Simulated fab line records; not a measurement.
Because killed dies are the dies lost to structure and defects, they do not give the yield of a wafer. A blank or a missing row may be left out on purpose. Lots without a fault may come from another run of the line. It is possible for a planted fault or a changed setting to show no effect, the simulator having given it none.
fab line records -- flow nandHarc
[record] lots = 12, wafers = 35, lastDay = 24
route steps=1159 shown A_CHANNEL_HOLE_D1@463 A_CHANNEL_FILL_D1@499 END@1159
lots untouched by any fault: they come from a run of this same line in which no faults occurred
startH: the number of hours between the record's first day and the start of the first shown wafer of the lot -- waitH: hours elapsed since this lot's preceding step -- " identical to the entry in the row above -- L1.1+2: a row that stands for several wafers -- - no value, or no start was given -- * or withheld: withheld -- < > ~ a bound
route shown NAME@n: names a module that has steps shown in the file, with the first one's number in the route -- usual: the fault-free wafers' mean and standard deviation -- same: alike in all rows -- chamber/n: place in a boat -- sites: each site's reading -- _std_site: the values' standard deviation -- _edge_site: inner sites' mean taken away from outer sites' mean -- radiusMm: how far each site lies from the wafer's centre -- mask NAME#n: copy n -- behind: tool/chamber where the wafer was last shaped -- hold: the reason the lot was held/the length of the hold in hours/how it ended -- device: the transistor (n, p or np) that didn't switch -- end of line: the same wafers' tests at the end of the route -- where a step has no rows: the recipe by itself -- killed: not the wafer's yield, but the dies lost to structure and defects at the first sort -- map: per-die view of a wafer (x killed, . not killed, _ where there is no die)
set.NAME: the setting the step ran with; set.NAME@STEP: the setting that earlier step ran with -- model.NAME: the simulator's own value behind a step, which no gauge read
steps of the route over a sample of lots; a table a step, a row a wafer
services: the hour from which a tool's chamber was out of use, counted from the record's first day as startH (under 0 if before that day), plus the number of hours and why
[[steps]]
[step NHARC_A_CHANNEL_HOLE_D1_OVL_MEAS_11]
[usual] overlayXNm = 0.1/0.89, overlayYNm = 0.2/0.83
lot.wafer,tool,chamber,startH,waitH,overlayXNm,overlayYNm
L484.1,overlay-02,-,180.30,-,0.8,0.6
L484.4,overlay-02,-,180.30,-,1.4,-0.1
L484.6,overlay-02,-,180.30,-,1.1,0.4
L487.2,overlay-02,-,192.46,-,-0.1,0.0
L487.4,overlay-02,-,192.46,-,-0.5,0.4
L487.6,overlay-02,-,192.46,-,-0.6,0.0
L485.1,overlay-02,-,195.93,-,0.5,0.7
L485.4,overlay-02,-,195.93,-,-0.1,0.3
L485.6,overlay-02,-,195.93,-,0.0,-0.3
L489.3,overlay-02,-,196.77,-,0.2,-0.3
L489.4,overlay-02,-,196.77,-,-0.4,0.2
L489.6,overlay-02,-,196.77,-,0.2,-0.4
L488.3,overlay-02,-,200.11,-,-0.3,0.7
L488.4,overlay-02,-,200.11,-,-0.3,0.4
L488.5,overlay-02,-,200.11,-,-0.8,1.1
L490.1,overlay-01,-,215.58,-,-1.4,0.3
L490.4,overlay-01,-,215.58,-,-1.2,0.6
L490.5,overlay-01,-,215.58,-,-1.4,0.2
L493.1,overlay-01,-,237.58,-,1.4,0.7
L493.4,overlay-01,-,237.58,-,2.0,0.8
L493.5,overlay-01,-,237.58,-,2.1,0.9
L496.2,overlay-01,-,250.12,-,-0.1,1.7
L496.5,overlay-01,-,250.12,-,0.5,1.8
L496.6,overlay-01,-,250.12,-,0.3,1.1
L497.2,overlay-02,-,272.55,-,0.3,-0.1
L497.4,overlay-02,-,272.55,-,0.1,-1.4
L500.3,overlay-01,-,281.78,-,-0.6,-1.1
L500.4,overlay-01,-,281.78,-,-0.9,-0.7
L500.5,overlay-01,-,281.78,-,-0.2,-0.5
L503.2,overlay-01,-,294.75,-,1.0,0.5
L503.3,overlay-01,-,294.75,-,0.5,0.3
L503.4,overlay-01,-,294.75,-,1.1,0.9
L506.3,overlay-02,-,313.00,-,-0.4,0.0
L506.5,overlay-02,-,313.00,-,-0.2,0.6
L506.6,overlay-02,-,313.00,-,-1.0,-0.1
[step NHARC_A_CHANNEL_HOLE_D1_DESCUM_15]
[recipe] timeS = 3, o2FlowSccm = 200, arFlowSccm = 0, biasPowerW = 0, chemistry = O2
[usual] drypumpMotorCurrentA = 5.8/0.47, mfcArSccm = 0.011/0.013, oesProductAu = 1.002/0.013, rfVppV = 57.7/0.79, showerheadPlenumPTorr = 1.90/0.07, throttleValvePct = 11.312/0.0088
lot.wafer,tool,chamber,startH,waitH,drypumpMotorCurrentA,mfcArSccm,oesProductAu,rfHoursCounterH,rfVppV,showerheadPlenumPTorr,throttleValvePct
L484.1,rieDiel-08,3,180.41,0.1,6.4,0,0.994,3,59.3,1.94,11.319
L484.4,rieDiel-08,1,180.41,0.1,5.4,0.037,1.020,4,57.7,1.83,11.318
L484.6,rieDiel-08,2,180.41,0.1,6.2,0,1.004,-,56.6,1.80,11.307
L487.2,rieDiel-10,2,192.56,0.1,5.8,0.001,1.003,1,57.4,1.93,11.305
L487.4,rieDiel-10,0,192.56,0.1,5.4,0,0.995,1,59.3,1.90,11.309
L487.6,rieDiel-10,3,192.56,0.1,6.3,0,1.004,-,57.7,1.91,11.314
L485.4,rieDiel-10,1,196.02,0.1,5.2,0,1.021,2,58.2,2.04,11.330
L485.1,rieDiel-10,0,196.02,0.1,5.4,0,0.999,2,57.1,1.90,11.315
L485.6,rieDiel-10,1,196.02,0.1,5.2,0,1.021,-,57.4,2.04,11.313
L489.3,rieDiel-08,1,196.87,0.1,5.4,0.037,1.014,5,58.3,1.83,11.326
L489.4,rieDiel-08,3,196.87,0.1,6.4,0,0.987,4,57.7,1.94,11.307
L489.6,rieDiel-08,2,196.87,0.1,6.1,0,1.005,-,56.7,1.80,11.309
L488.4,rieDiel-10,1,200.21,0.1,5.2,0,1.013,3,58.4,2.04,11.311
L488.3,rieDiel-10,0,200.21,0.1,5.4,0,1.004,2,59.0,1.90,11.321
L488.5,rieDiel-10,1,200.21,0.1,5.1,0,1.019,-,58.8,2.04,11.300
L490.1,rieDiel-08,1,215.67,0.1,5.4,0.037,1.005,6,57.8,1.83,11.319
L490.4,rieDiel-08,1,215.67,0.1,5.3,0.037,1.023,-,57.8,1.83,11.314
L490.5,rieDiel-08,2,215.67,0.1,6.2,0,1.010,-,56.3,1.79,11.303
L493.4,rieDiel-10,3,237.68,0.1,6.2,0,1.001,5,58.8,1.91,11.305
L493.1,rieDiel-10,0,237.68,0.1,5.4,0,1.005,5,57.3,1.90,11.319
L493.5,rieDiel-10,0,237.68,0.1,5.4,0,1.007,-,57.8,1.90,11.323
L496.2,rieDiel-01,1,250.22,0.1,5.5,0.029,1.002,6,56.6,1.83,11.321
L496.6,rieDiel-01,1,250.22,0.1,5.5,0.029,0.995,-,56.2,1.83,11.306
L496.5,rieDiel-01,2,250.22,0.1,6.6,0.006,0.994,-,58.2,1.92,11.307
L497.2,rieDiel-08,3,272.65,0.1,6.4,0,0.984,7,59.4,1.94,11.318
L497.4,rieDiel-08,2,272.65,0.1,6.2,0,0.989,9,56.9,1.79,11.308
L500.4,rieDiel-01,0,281.89,0.1,5.2,0,1.014,9,58.2,1.95,11.311
L500.3,rieDiel-01,2,281.89,0.1,6.6,0.006,0.973,8,59.3,1.91,11.307
L500.5,rieDiel-01,0,281.89,0.1,5.2,0,1.024,-,58.2,1.95,11.310
L503.4,rieDiel-08,0,294.85,0.1,5.8,0.023,1.018,11,57.7,2.01,11.298
L503.2,rieDiel-08,1,294.85,0.1,5.4,0.037,1.013,11,57.2,1.83,11.324
L503.3,rieDiel-08,2,294.85,0.1,6.2,0,1.006,11,59.1,1.79,11.320
L506.3,rieDiel-01,3,313.11,0.1,5.6,0.017,0.999,12,58.5,1.86,11.300
L506.5,rieDiel-01,1,313.11,0.1,5.6,0.029,0.982,-,57.7,1.83,11.324
L506.6,rieDiel-01,2,313.11,0.1,6.6,0.006,0.997,-,56.9,1.91,11.309
[step NHARC_A_CHANNEL_HOLE_D1_ETCH_23]
[recipe] biasV = 5000, sourceW = withheld, pressureMtorr = 20, timeS = 819, arFlowSccm = 375, c4f8FlowSccm = 89.3, o2FlowSccm = 35.7, tempC = -20, targetDepthA = 16000, chemistry = C4F8/O2/Ar
[usual] drypumpMotorCurrentA = 5.6/0.45, mfcArSccm = 374.9/1.2, showerheadPlenumPTorr = 3.65/0.14, throttleValvePct = 32.154/0.0081
lot.wafer,tool,chamber,startH,waitH,drypumpMotorCurrentA,mfcArSccm,rfHoursCounterH,showerheadPlenumPTorr,throttleValvePct
L484.1,harEtch-02,0,183.13,0.5,6.2,377.1,104,3.55,32.139
L484.4,harEtch-02,1,183.13,0.5,5.0,374.8,-,3.87,32.157
L484.6,harEtch-02,0,183.13,0.5,6.2,376.2,-,3.55,32.153
L487.2,harEtch-01,1,195.19,0.5,5.5,374.2,193,3.57,32.159
L487.4,harEtch-01,0,195.19,0.5,5.6,375.7,-,3.61,32.151
L487.6,harEtch-01,1,195.19,0.5,5.5,373.6,-,3.57,32.167
L485.1,harEtch-02,0,198.75,0.5,6.2,375.3,114,3.55,32.151
L485.4,harEtch-02,1,198.75,0.5,5.0,375.2,-,3.87,32.149
L485.6,harEtch-02,0,198.75,0.5,6.2,374.6,-,3.55,32.166
L489.3,harEtch-01,0,199.73,0.5,5.6,374.6,-,3.61,32.151
L489.4,harEtch-01,1,199.73,0.5,5.4,375.2,-,3.57,32.158
L489.6,harEtch-01,0,199.73,0.5,5.6,374.3,-,3.61,32.154
L488.3,harEtch-02,1,203.06,0.5,5.0,376.5,-,3.87,32.152
L488.4,harEtch-02,0,203.06,0.5,6.2,375.6,-,3.54,32.145
L488.5,harEtch-02,0,203.06,0.5,6.2,376.2,-,3.54,32.156
L490.1,harEtch-02,1,218.63,0.5,5.0,373.5,124,3.86,32.152
L490.4,harEtch-02,0,218.63,0.5,6.2,376.4,-,3.54,32.155
L490.5,harEtch-02,0,218.63,0.5,6.2,374.5,-,3.54,32.163
L493.1,harEtch-01,0,240.41,0.5,5.6,374.6,212,3.60,32.157
L493.4,harEtch-01,0,240.41,0.5,5.6,376.0,-,3.60,32.157
L493.5,harEtch-01,1,240.41,0.5,5.5,375.7,-,3.56,32.143
L496.2,harEtch-01,1,252.95,0.5,5.4,373.4,216,3.56,32.152
L496.6,harEtch-01,0,252.95,0.5,5.6,374.1,-,3.60,32.155
L496.5,harEtch-01,1,252.95,0.5,5.4,374.6,-,3.56,32.157
L497.2,harEtch-02,0,279.24,0.5,6.2,376.0,148,3.53,32.168
L497.4,harEtch-02,1,279.24,0.5,5.0,374.8,-,3.85,32.159
L500.3,harEtch-02,0,284.74,0.5,6.2,376.0,-,3.53,32.154
L500.4,harEtch-02,1,284.74,0.5,5.0,373.6,-,3.85,32.163
L500.5,harEtch-02,1,284.74,0.5,5.0,374.9,-,3.85,32.156
L503.2,harEtch-02,0,297.57,0.5,6.2,374.8,160,3.52,32.156
L503.3,harEtch-02,1,297.57,0.5,5.0,374.2,-,3.84,32.138
L503.4,harEtch-02,0,297.57,0.5,6.2,376.5,-,3.52,32.154
L506.3,harEtch-02,0,318.95,0.5,6.2,373.7,-,3.52,32.170
L506.6,harEtch-02,0,318.95,0.5,6.2,374.2,-,3.51,32.146
L506.5,harEtch-02,1,318.95,0.5,5.1,373.2,-,3.83,32.148
[step NHARC_A_CHANNEL_FILL_D1_ETCHBACK_19]
[recipe] targetDepthA = 50, timeS = 1.7, hbrFlowSccm = 150, cl2FlowSccm = 50, rfW = 400, icpW = 400, biasW = 100, chemistry = HBr/Cl2
[usual] drypumpMotorCurrentA = 5.8/0.44, oesProductAu = 0.998/0.0097, throttleValvePct = 26.406/0.0085
lot.wafer,tool,chamber,startH,waitH,drypumpMotorCurrentA,oesProductAu,rfHoursCounterH,throttleValvePct
L484.1,rieSi-04,1,217.12,0.4,5.6,1.003,1.2,26.402
L484.4,rieSi-04,0,217.12,0.4,5.2,1.007,0.7,26.414
L484.6,rieSi-04,2,217.12,0.4,6.1,0.998,-,26.416
L487.4,rieSi-05,1,227.39,0.4,5.4,0.987,1.2,26.383
L487.2,rieSi-05,0,227.39,0.4,5.7,0.999,1.4,26.401
L487.6,rieSi-05,2,227.39,0.4,6.0,0.995,-,26.393
L489.4,rieSi-04,2,227.40,0.4,6.1,1.010,1.2,26.413
L489.3,rieSi-04,0,227.40,0.4,5.3,0.999,0.7,26.409
L489.6,rieSi-04,2,227.40,0.4,6.1,1.006,-,26.406
L485.1,rieSi-01,1,227.43,0.4,6.4,0.999,0.8,26.402
L485.4,rieSi-01,3,227.43,0.4,6.0,0.996,0.9,26.404
L485.6,rieSi-01,1,227.43,0.4,6.4,1.004,-,26.433
L488.4,rieSi-01,1,232.26,0.4,6.4,0.996,0.9,26.416
L488.3,rieSi-01,0,232.26,0.4,4.7,0.986,0.9,26.401
L488.5,rieSi-01,1,232.26,0.4,6.4,1.000,-,26.410
L490.1,rieSi-05,1,249.66,0.4,5.4,0.998,0,26.386
L490.4,rieSi-05,2,249.66,0.4,6.0,0.996,0,26.409
L490.5,rieSi-05,1,249.66,0.4,5.4,0.992,-,26.403
L493.4,rieSi-05,2,269.58,0.4,6.0,0.991,0.2,26.411
L493.1,rieSi-05,3,269.58,0.4,6.2,1.004,0.1,26.404
L493.5,rieSi-05,1,269.58,0.4,5.4,0.985,-,26.397
L496.2,rieSi-01,0,282.23,0.4,4.7,0.977,1.4,26.409
L496.6,rieSi-01,3,282.23,0.4,6.0,0.985,-,26.399
L496.5,rieSi-01,0,282.23,0.4,4.7,0.990,-,26.403
L497.2,rieSi-05,3,308.15,0.4,6.2,1.002,0.5,26.405
L497.4,rieSi-05,1,308.15,0.4,5.4,0.763,0.6,26.405
L500.4,rieSi-05,2,315.60,0.4,6.0,0.768,0.6,26.410
L500.3,rieSi-05,0,315.60,0.4,5.7,0.992,0.6,26.402
L500.5,rieSi-05,3,315.60,0.4,6.2,1.000,-,26.410
L503.2,rieSi-05,2,325.90,0.4,6.0,0.999,0.7,26.395
L503.4,rieSi-05,3,325.90,0.4,6.2,0.770,0.7,26.410
L503.3,rieSi-05,0,325.90,0.4,5.7,1.008,0.7,26.409
L506.3,rieSi-04,2,350.59,0.4,6.1,0.992,0.5,26.411
L506.5,rieSi-04,1,350.59,0.4,5.6,0.996,-,26.394
L506.6,rieSi-04,2,350.59,0.4,6.2,1.000,-,26.410
[step NHARC_END_SORT_01]
[recipe] tempC = 25
[usual] killedAtArray = 26/11, killedAtOther = 0.6/1, killedAtPeriphery = 3.1/2.1, killedDies = 30/11, killedOpen = 3.4/1.8, killedShort = 2.1/1.5
[same] grossDies = 677
lot.wafer,tool,chamber,startH,waitH,killedAtArray,killedAtOther,killedAtPeriphery,killedDies,killedOpen,killedShort
L497.4,prober-01,0,541.42,3.4,24,0,1,25,1,1
L500.4,prober-02,0,541.51,3.4,25,1,6,32,1,3
L503.4,prober-01,0,564.20,3.4,35,0,3,38,3,0
// killed by level:class
L497.4 A_CHANNEL_FILL_D1:areaEtchback=8 A_CHANNEL_HOLE_D1:chamberFilmFlake=7 A_STAIRCASE:chamberFilmFlake=7 P_CONTACT:geometricParticle:short=1 A_M0:geometricParticle:open=1 A_WL_FILL:chamberFilmFlake=1
L500.4 A_CHANNEL_FILL_D1:areaEtchback=14 A_CHANNEL_HOLE_D1:chamberFilmFlake=5 P_M0:geometricParticle:short=2 P_CONTACT:chamberFilmFlake=2 A_CONTACT:chamberFilmFlake=2 P_M0:geometricParticle:open=1 A_SGD_CUT:geometricParticle:short=1 P_GATE:chamberFilmFlake=1
L503.4 A_CHANNEL_FILL_D1:areaEtchback=16 A_CHANNEL_HOLE_D1:chamberFilmFlake=7 A_CONTACT:chamberFilmFlake=6 A_CONTACT:geometricParticle:open=2 P_ZERO_WELL:chamberFilmFlake=2 A_SLIT:chamberFilmFlake=2 A_WL_FILL:geometricParticle:open=1 P_GATE:chamberFilmFlake=1
[[services]]
tool,chamber,startH,hours,kind
rieSi-04,2,176.11,4.0,repair
rieDiel-10,-,176.50,9.0,pm
rieDiel-08,1,205.09,8.1,repair
rieDiel-08,3,208.89,9.3,repair
rieDiel-08,3,229.92,1.3,repair
rieSi-05,2,237.27,3.1,repair
rieSi-05,-,239.05,9.0,pm
rieDiel-08,0,240.69,1.9,repair
rieSi-01,3,249.81,5.5,repair
rieSi-01,1,253.33,2.9,repair
rieSi-04,-,266.55,0.4,repair
rieDiel-10,3,274.73,2.4,repair
rieSi-04,-,276.00,9.0,pm
rieDiel-08,3,280.44,3.5,repair
rieDiel-08,-,301.81,9.0,pm
rieSi-01,-,304.00,9.0,pm
rieDiel-01,0,304.14,4.4,repair
harEtch-01,-,305.00,17.0,pm
rieDiel-10,1,308.08,15.5,repair
rieDiel-01,-,314.80,9.0,pm
rieSi-04,1,318.20,3.7,repair
rieSi-01,1,326.27,10.0,repair
rieDiel-10,-,329.36,0.2,repair
rieDiel-08,-,346.58,0.6,repair
[[key]]
[firstSign] step = NHARC_A_CHANNEL_FILL_D1_ETCHBACK_19, reading = oesProductAu, direction = down, sigmas = 24, usual = 0.998, struck = 0.767
effect none on later readings
metAt NHARC_A_CHANNEL_FILL_D1_ETCHBACK_19
struckLots L497,L500,L503
struckWafers L497.4,L500.4,L503.4
testerLeftOut L497,L500,L503
notActingAt NHARC_A_CHANNEL_HOLE_D1_OVL_MEAS_11,NHARC_A_CHANNEL_HOLE_D1_DESCUM_15,NHARC_A_CHANNEL_HOLE_D1_ETCH_23
onsetBetween 269.58 308.15
[fault] kind = processParameterDrift, tool = rieSi-05, chamber = -, onsetH = 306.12, steps = NHARC_A_CHANNEL_FILL_D1_ETCHBACK_19, channel = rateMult, offset = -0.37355, shape = step, endH = 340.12, scope = struckWafersOnly
// testerLeftOut: of these lots the tester's yield and bins aren't shown, on N5 and GAA mostly nor the transistor test; their killed dies are dies lost to structure and defects alone, not to doping, threshold or leakage, so they don't give the yield
